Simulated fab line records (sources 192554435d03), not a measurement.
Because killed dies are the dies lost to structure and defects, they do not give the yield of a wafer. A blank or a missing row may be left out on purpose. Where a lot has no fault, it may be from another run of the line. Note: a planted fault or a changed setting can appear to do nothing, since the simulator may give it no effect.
Chamber matching :: flow n5 finfet :: pecvd-02 running N5_BEOL_M6_DEP_56: 3 sister chambers
The step deposits SiCN from 3MS/NH3, target thk 10 nm, time 17.5 s. 6 wafers are shown with their chamber, then 11 later ones without.

EACH WAFER AND ITS CHAMBER
wafer: L082.6
chamber: 0
throttle valve pct (%): 9.7
showerhead plenum p Torr (Torr): 3.672

wafer: L085.4
chamber: 2
throttle valve pct (%): 8.4
showerhead plenum p Torr (Torr): 3.650

wafer: L088.1
chamber: 2
throttle valve pct (%): 8.6
showerhead plenum p Torr (Torr): 3.657

wafer: L088.3
chamber: 0
throttle valve pct (%): 9.6
showerhead plenum p Torr (Torr): 3.680

wafer: L088.6
chamber: 1
throttle valve pct (%): 9.4
showerhead plenum p Torr (Torr): 3.658

wafer: L091.2
chamber: 1
throttle valve pct (%): 8.9
showerhead plenum p Torr (Torr): 3.655

WAFERS MISSING THEIR CHAMBER
wafer: L091.4
throttle valve pct (%): 9.1
showerhead plenum p Torr (Torr): 3.667

wafer: L091.6
throttle valve pct (%): 9.9
showerhead plenum p Torr (Torr): 3.679

wafer: L095.2
throttle valve pct (%): 8.3
showerhead plenum p Torr (Torr): 3.655

wafer: L095.3
throttle valve pct (%): 9.3
showerhead plenum p Torr (Torr): 3.655

wafer: L095.6
throttle valve pct (%): 9.8
showerhead plenum p Torr (Torr): 3.674

wafer: L096.1
throttle valve pct (%): 8.5
showerhead plenum p Torr (Torr): 3.654

wafer: L096.2
throttle valve pct (%): 9.6
showerhead plenum p Torr (Torr): 3.685

wafer: L096.4
throttle valve pct (%): 8.3
showerhead plenum p Torr (Torr): 3.655

wafer: L093.1
throttle valve pct (%): 9.1
showerhead plenum p Torr (Torr): 3.650

wafer: L093.2
throttle valve pct (%): 8.5
showerhead plenum p Torr (Torr): 3.658

wafer: L093.6
throttle valve pct (%): 9.2
showerhead plenum p Torr (Torr): 3.662

THE CHAMBER EACH PASSED THROUGH
wafer: L091.4
from the rows above: can't be placed: 1 or 0 or 2
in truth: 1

wafer: L091.6
from the rows above: 0
in truth: 0

wafer: L095.2
from the rows above: 2
in truth: 2

wafer: L095.3
from the rows above: 1
in truth: 1

wafer: L095.6
from the rows above: 0
in truth: 0

wafer: L096.1
from the rows above: 2
in truth: 2

wafer: L096.2
from the rows above: 0
in truth: 0

wafer: L096.4
from the rows above: 2
in truth: 2

wafer: L093.1
from the rows above: can't be placed: 1 or 2
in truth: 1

wafer: L093.2
from the rows above: can't be placed: 2 or 1
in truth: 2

wafer: L093.6
from the rows above: 1
in truth: 1
Correctly placed: 8 of 11. Not placeable from these rows: 3 (in 3, the candidates include the true chamber). Placed wrongly: 0.
How it was worked out, from the rows above alone: a wafer's distance from a chamber is the root of the sum, over the readings, of the square of ((its reading less the chamber's mean) divided by the reading's scatter). If the next closest chamber is less than 2 further off than the closest, the wafer can't be placed; otherwise it belongs to the closest. Each chamber's mean is taken over the wafers shown for it. How the scatter is found: for the shown wafers, subtract from each reading the mean of its chamber, square and add these, divide the total by (wafers less chambers), then take the root.
